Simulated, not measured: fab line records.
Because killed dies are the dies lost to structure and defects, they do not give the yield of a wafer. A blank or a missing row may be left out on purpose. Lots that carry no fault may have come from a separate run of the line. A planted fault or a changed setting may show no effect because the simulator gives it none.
Which tool is to blame? :: flow nandHarc :: 12 lots with 36 wafers sampled at 6 steps, on a route of 1302 steps

== WHAT THE GAUGES SHOWED, per wafer ==
NHARC_A_CHANNEL_HOLE_D1_INSPECT_40.
lot: L280
measured: day 9 15:09
on: defectInspect-02
rawDefectCount: 47 35 54

lot: L281
measured: day 9 21:36
on: defectInspect-01
rawDefectCount: 39 39 69

lot: L282
measured: day 10 12:29
on: defectInspect-01
rawDefectCount: 100 100 95

lot: L286
measured: day 11 21:13
on: defectInspect-01
rawDefectCount: 95 105 101

lot: L289
measured: day 13 07:23
on: defectInspect-01
rawDefectCount: 89 103 92

lot: L290
measured: day 14 04:13
on: defectInspect-02
rawDefectCount: 340 309 326 341 303 325

lot: L291
measured: day 14 05:06
on: defectInspect-01
rawDefectCount: 383 384 370 375 391 362

lot: L292
measured: day 14 23:28
on: defectInspect-01
rawDefectCount: 392 371 346 379 373 354

lot: L298
measured: day 17 13:10
on: defectInspect-02
rawDefectCount: 55 79 80

lot: L299
measured: day 17 21:31
on: defectInspect-02
rawDefectCount: 58 50 40

lot: L300
measured: day 18 00:02
on: defectInspect-01
rawDefectCount: 40 47 58

lot: L301
measured: day 18 06:41
on: defectInspect-02
rawDefectCount: 21 49 62

NHARC_END_SORT_01.
lot: L282
measured: day 25 23:14
on: prober-02
killedAtArray: 85 75 71
killedAtOther: 3 2 2
killedAtPeriphery: 1 2 2
killedDies: 89 79 75
killedOpen: 3 3 2
killedShort: 2 3 5

lot: L286
measured: day 27 13:50
on: prober-01
killedAtArray: 75 70 72
killedAtOther: 0 0 1
killedAtPeriphery: 0 2 1
killedDies: 75 72 74
killedOpen: 3 5 1
killedShort: 3 3 2

lot: L289
measured: day 28 17:55
on: prober-02
killedAtArray: 57 72 54
killedAtOther: 5 2 0
killedAtPeriphery: 0 7 5
killedDies: 62 81 59
killedOpen: 3 3 6
killedShort: 2 6 3

lot: L290
measured: day 29 16:45
on: prober-02
killedAtArray: 92 106 91
killedAtOther: 1 2 0
killedAtPeriphery: 4 1 3
killedDies: 97 109 94
killedOpen: 4 2 3
killedShort: 3 3 2

lot: L291
measured: day 29 16:42
on: prober-01
killedAtArray: 110 123 60
killedAtOther: 1 1 0
killedAtPeriphery: 0 1 0
killedDies: 111 125 60
killedOpen: 2 0 4
killedShort: 0 7 0

lot: L292
measured: day 30 07:10
on: prober-02
killedAtArray: 106 103 106
killedAtOther: 1 0 0
killedAtPeriphery: 5 2 5
killedDies: 112 105 111
killedOpen: 2 1 5
killedShort: 2 3 3

== WHAT TOOL EACH LOT RAN ON (gives the tool, then ch and the chambers of the sampled wafers, and finally the start) ==
lot: L280
NHARC_A_CHANNEL_HOLE_D1_ETCH_25: harEtch-01 ch 0,1, day 9 12:34
NHARC_A_CHANNEL_HOLE_D1_STRIP_43: rieDiel-07 ch 2,3, day 9 14:02
NHARC_A_CHANNEL_HOLE_D1_STRIP_27: rieDiel-07 ch 0,1,3, day 9 15:09 or earlier
NHARC_A_CHANNEL_FILL_D1_ALD_15: aldSinBatch-02 ch 0, no start

lot: L281
NHARC_A_CHANNEL_HOLE_D1_ETCH_25: harEtch-01 ch 0,1, day 9 18:47
NHARC_A_CHANNEL_HOLE_D1_STRIP_43: rieDiel-07 ch 0,1,2, day 9 20:34
NHARC_A_CHANNEL_HOLE_D1_STRIP_27: rieDiel-07 ch 0,1,3, day 9 21:36 or earlier
NHARC_A_CHANNEL_FILL_D1_ALD_15: aldSinBatch-03 ch 0, no start

lot: L282
NHARC_A_CHANNEL_HOLE_D1_ETCH_25: harEtch-02 ch 0, day 10 09:39
NHARC_A_CHANNEL_HOLE_D1_STRIP_43: rieDiel-06 ch 0,1, day 10 11:26
NHARC_A_CHANNEL_HOLE_D1_STRIP_27: rieDiel-06 ch 1,2, day 10 12:29 or earlier
NHARC_A_CHANNEL_FILL_D1_ALD_15: aldSinBatch-03 ch 0, day 25 23:14 or earlier

lot: L286
NHARC_A_CHANNEL_HOLE_D1_ETCH_25: harEtch-02 ch 0,1, day 11 18:25
NHARC_A_CHANNEL_HOLE_D1_STRIP_43: rieDiel-07 ch 0,1,3, day 11 20:11
NHARC_A_CHANNEL_HOLE_D1_STRIP_27: rieDiel-07 ch 0,2,3, day 11 21:13 or earlier
NHARC_A_CHANNEL_FILL_D1_ALD_15: aldSinBatch-01 ch 0, day 27 13:50 or earlier

lot: L289
NHARC_A_CHANNEL_HOLE_D1_ETCH_25: harEtch-02 ch 0,1, day 13 04:30
NHARC_A_CHANNEL_HOLE_D1_STRIP_43: rieDiel-01 ch 0,2,3, day 13 06:20
NHARC_A_CHANNEL_HOLE_D1_STRIP_27: rieDiel-01 ch 1,2,3, day 13 07:23 or earlier
NHARC_A_CHANNEL_FILL_D1_ALD_15: aldSinBatch-02 ch 0, day 28 17:55 or earlier

lot: L290
NHARC_A_CHANNEL_HOLE_D1_ETCH_25: harEtch-01 ch 0,1, day 14 01:32
NHARC_A_CHANNEL_HOLE_D1_STRIP_43: rieDiel-07 ch 1,3, day 14 03:10
NHARC_A_CHANNEL_HOLE_D1_STRIP_27: rieDiel-07 ch 0,1,3, day 14 04:13 or earlier
NHARC_A_CHANNEL_FILL_D1_ALD_15: aldSinBatch-01 ch 0, day 29 16:45 or earlier

lot: L291
NHARC_A_CHANNEL_HOLE_D1_ETCH_25: harEtch-02 ch 0,1, day 14 02:26
NHARC_A_CHANNEL_HOLE_D1_STRIP_43: rieDiel-07 ch 1,2,3, day 14 04:03
NHARC_A_CHANNEL_HOLE_D1_STRIP_27: rieDiel-07 ch 0,2,3, day 14 05:06 or earlier
NHARC_A_CHANNEL_FILL_D1_ALD_15: aldSinBatch-01 ch 0, day 29 16:42 or earlier

lot: L292
NHARC_A_CHANNEL_HOLE_D1_ETCH_25: harEtch-02 ch 0,1, day 14 20:39
NHARC_A_CHANNEL_HOLE_D1_STRIP_43: rieDiel-07 ch 2,3, day 14 22:26
NHARC_A_CHANNEL_HOLE_D1_STRIP_27: rieDiel-07 ch 0,1,3, day 14 23:28 or earlier
NHARC_A_CHANNEL_FILL_D1_ALD_15: aldSinBatch-02 ch 0, day 30 07:10 or earlier

lot: L298
NHARC_A_CHANNEL_HOLE_D1_ETCH_25: harEtch-01 ch 0,1, day 17 10:40
NHARC_A_CHANNEL_HOLE_D1_STRIP_43: rieDiel-07 ch 0,1, day 17 12:08
NHARC_A_CHANNEL_HOLE_D1_STRIP_27: rieDiel-07 ch 1,2,3, day 17 13:10 or earlier
NHARC_A_CHANNEL_FILL_D1_ALD_15: aldSinBatch-03 ch 0, no start

lot: L299
NHARC_A_CHANNEL_HOLE_D1_ETCH_25: harEtch-01 ch 0, day 17 18:42
NHARC_A_CHANNEL_HOLE_D1_STRIP_43: rieDiel-07 ch 0,3, day 17 20:28
NHARC_A_CHANNEL_HOLE_D1_STRIP_27: rieDiel-07 ch 0,2,3, day 17 21:31 or earlier
NHARC_A_CHANNEL_FILL_D1_ALD_15: aldSinBatch-01 ch 0, no start

lot: L300
NHARC_A_CHANNEL_HOLE_D1_ETCH_25: harEtch-02 ch 0,1, day 17 21:31
NHARC_A_CHANNEL_HOLE_D1_STRIP_43: rieDiel-07 ch 0,1,3, day 17 22:59
NHARC_A_CHANNEL_HOLE_D1_STRIP_27: rieDiel-07 ch 0,2,3, day 18 00:02 or earlier
NHARC_A_CHANNEL_FILL_D1_ALD_15: aldSinBatch-01 ch 0, no start

lot: L301
NHARC_A_CHANNEL_HOLE_D1_ETCH_25: harEtch-02 ch 1, day 18 03:53
NHARC_A_CHANNEL_HOLE_D1_STRIP_43: rieDiel-07 ch 0,3, day 18 05:39
NHARC_A_CHANNEL_HOLE_D1_STRIP_27: rieDiel-07 ch 0,3, day 18 06:41 or earlier
NHARC_A_CHANNEL_FILL_D1_ALD_15: aldSinBatch-02 ch 0, day 18 17:11
- NHARC_A_CHANNEL_HOLE_D1_ETCH_25: etches the open film in C4F8/O2/Ar, time 1040.2 s, target depth 1500 nm.
- NHARC_A_CHANNEL_HOLE_D1_STRIP_43: strips in O2/COS.
- NHARC_A_CHANNEL_HOLE_D1_STRIP_27: strips in O2.
- NHARC_A_CHANNEL_FILL_D1_ALD_15: deposits SiNx, target thk 2 nm, pulse time 60 s, ald cycles 19.

== WHAT THE TOOLS THEMSELVES READ (means of the sampled wafers that have a number; where no wafer has one, the mark that the record gives instead) ==
NHARC_A_CHANNEL_HOLE_D1_ETCH_25.
lot: L280
tool: harEtch-01
c4f8FlowSccm (sccm): 93.73
drypumpMotorCurrentA (A): 5.8
showerheadPlenumPTorr (Torr): 3.71
throttleValvePct (%): 32.243

lot: L281
tool: harEtch-01
c4f8FlowSccm (sccm): 93.75
drypumpMotorCurrentA (A): 5.9
showerheadPlenumPTorr (Torr): 3.70
throttleValvePct (%): 32.230

lot: L282
tool: harEtch-02
c4f8FlowSccm (sccm): 93.73
drypumpMotorCurrentA (A): 6.2
showerheadPlenumPTorr (Torr): 3.75
throttleValvePct (%): 32.242

lot: L286
tool: harEtch-02
c4f8FlowSccm (sccm): 93.80
drypumpMotorCurrentA (A): 5.9
showerheadPlenumPTorr (Torr): 3.56
throttleValvePct (%): 32.224

lot: L289
tool: harEtch-02
c4f8FlowSccm (sccm): 93.87
drypumpMotorCurrentA (A): 6.0
showerheadPlenumPTorr (Torr): 3.64
throttleValvePct (%): 32.231

lot: L290
tool: harEtch-01
c4f8FlowSccm (sccm): 93.73
drypumpMotorCurrentA (A): 5.6
showerheadPlenumPTorr (Torr): 3.65
throttleValvePct (%): 32.228

lot: L291
tool: harEtch-02
c4f8FlowSccm (sccm): 93.40
drypumpMotorCurrentA (A): 5.8
showerheadPlenumPTorr (Torr): 3.54
throttleValvePct (%): 32.244

lot: L292
tool: harEtch-02
c4f8FlowSccm (sccm): 93.71
drypumpMotorCurrentA (A): 5.8
showerheadPlenumPTorr (Torr): 3.54
throttleValvePct (%): 32.237

lot: L298
tool: harEtch-01
c4f8FlowSccm (sccm): 94.11
drypumpMotorCurrentA (A): 5.6
showerheadPlenumPTorr (Torr): 3.62
throttleValvePct (%): 32.233

lot: L299
tool: harEtch-01
c4f8FlowSccm (sccm): 93.88
drypumpMotorCurrentA (A): 6.1
showerheadPlenumPTorr (Torr): 3.66
throttleValvePct (%): 32.230

lot: L300
tool: harEtch-02
c4f8FlowSccm (sccm): 94.03
drypumpMotorCurrentA (A): 5.8
showerheadPlenumPTorr (Torr): 3.84
throttleValvePct (%): 32.224

lot: L301
tool: harEtch-02
c4f8FlowSccm (sccm): 93.64
drypumpMotorCurrentA (A): 5.7
showerheadPlenumPTorr (Torr): 3.92
throttleValvePct (%): 32.239

NHARC_A_CHANNEL_HOLE_D1_STRIP_27.
lot: L280
tool: rieDiel-07
drypumpMotorCurrentA (A): 5.6
oesProductAu (a.u.): 0.992
rfVppV (V): 58.1
showerheadPlenumPTorr (Torr): 3.59
throttleValvePct (%): 17.038

lot: L281
tool: rieDiel-07
drypumpMotorCurrentA (A): 5.5
oesProductAu (a.u.): 0.996
rfVppV (V): 58.1
showerheadPlenumPTorr (Torr): 3.59
throttleValvePct (%): 17.034

lot: L282
tool: rieDiel-06
drypumpMotorCurrentA (A): 6.4
oesProductAu (a.u.): 1.000
rfVppV (V): 57.7
showerheadPlenumPTorr (Torr): 3.40
throttleValvePct (%): 17.039

lot: L286
tool: rieDiel-07
drypumpMotorCurrentA (A): 5.3
oesProductAu (a.u.): 0.996
rfVppV (V): 57.6
showerheadPlenumPTorr (Torr): 3.55
throttleValvePct (%): 17.035

lot: L289
tool: rieDiel-01
drypumpMotorCurrentA (A): 5.8
oesProductAu (a.u.): 1.005
rfVppV (V): 58.2
showerheadPlenumPTorr (Torr): 3.52
throttleValvePct (%): 17.034

lot: L290
tool: rieDiel-07
drypumpMotorCurrentA (A): 5.6
oesProductAu (a.u.): 0.997
rfVppV (V): 57.3
showerheadPlenumPTorr (Torr): 3.59
throttleValvePct (%): 17.038

lot: L291
tool: rieDiel-07
drypumpMotorCurrentA (A): 5.3
oesProductAu (a.u.): 1.003
rfVppV (V): 58.3
showerheadPlenumPTorr (Torr): 3.55
throttleValvePct (%): 17.035

lot: L292
tool: rieDiel-07
drypumpMotorCurrentA (A): 5.6
oesProductAu (a.u.): 0.994
rfVppV (V): 59.2
showerheadPlenumPTorr (Torr): 3.59
throttleValvePct (%): 17.043

lot: L298
tool: rieDiel-07
drypumpMotorCurrentA (A): 5.5
oesProductAu (a.u.): 0.992
rfVppV (V): 58.1
showerheadPlenumPTorr (Torr): 3.58
throttleValvePct (%): 17.036

lot: L299
tool: rieDiel-07
drypumpMotorCurrentA (A): 5.3
oesProductAu (a.u.): 0.995
rfVppV (V): 57.1
showerheadPlenumPTorr (Torr): 3.54
throttleValvePct (%): 17.031

lot: L300
tool: rieDiel-07
drypumpMotorCurrentA (A): 5.3
oesProductAu (a.u.): 1.005
rfVppV (V): 57.5
showerheadPlenumPTorr (Torr): 3.54
throttleValvePct (%): 17.037

lot: L301
tool: rieDiel-07
drypumpMotorCurrentA (A): 5.4
oesProductAu (a.u.): 0.994
rfVppV (V): 57.7
showerheadPlenumPTorr (Torr): 3.62
throttleValvePct (%): 17.032

NHARC_A_CHANNEL_FILL_D1_ALD_15.
lot: L280
tool: aldSinBatch-02
precursorPulseHeightRel: 1.006

lot: L281
tool: aldSinBatch-03
precursorPulseHeightRel: 0.995

lot: L282
tool: aldSinBatch-03
precursorPulseHeightRel: 0.990

lot: L286
tool: aldSinBatch-01
precursorPulseHeightRel: 1.010

lot: L289
tool: aldSinBatch-02
precursorPulseHeightRel: 1.007

lot: L290
tool: aldSinBatch-01
precursorPulseHeightRel: 0.997

lot: L291
tool: aldSinBatch-01
precursorPulseHeightRel: 0.999

lot: L292
tool: aldSinBatch-02
precursorPulseHeightRel: 1.000

lot: L298
tool: aldSinBatch-03
precursorPulseHeightRel: 1.000

lot: L299
tool: aldSinBatch-01
precursorPulseHeightRel: 1.018

lot: L300
tool: aldSinBatch-01
precursorPulseHeightRel: 0.999

lot: L301
tool: aldSinBatch-02
precursorPulseHeightRel: 0.992

== THE ANSWER, worked out from the rows above alone ==
Rule: what is usual is taken from the lots themselves. The widest of any qualifying gaps counts: lots, ordered by their means at a reading, are off when they make up no more than a third of the lots, leave a main group of 4 or more, and stand apart from it by 3 or more times the standard deviation of that group's means. The tables above print the reading to a certain number of digits; a main group whose means all agree to those digits is not used. Also off: a lot with no number at a reading for which 4 or more lots have one. The other lots that the step has rows for count as sound. First the gauges in route order, then the tools' own readings, where a lot's mean is used as printed above. The first step at which some lot is off is used, and at that step the reading that is off furthest; a lot without a number counts as furthest.
Off: L290, L291, L292 (NHARC_A_CHANNEL_HOLE_D1_INSPECT_40, rawDefectCount). The main group: mean 67, standard deviation 23.
A tool fits if, at a process step before that reading, it ran every lot that is off, and no sound lot after the first of them. Those tools and the gauges at NHARC_A_CHANNEL_HOLE_D1_INSPECT_40 are tried in the same way. NHARC_A_CHANNEL_HOLE_D1_STRIP_27: start missing for some lots; hours and lot order therefore follow NHARC_A_CHANNEL_HOLE_D1_INSPECT_40. Not one of the candidates tried fits.

== WHAT THE SIMULATOR PUT IN ==
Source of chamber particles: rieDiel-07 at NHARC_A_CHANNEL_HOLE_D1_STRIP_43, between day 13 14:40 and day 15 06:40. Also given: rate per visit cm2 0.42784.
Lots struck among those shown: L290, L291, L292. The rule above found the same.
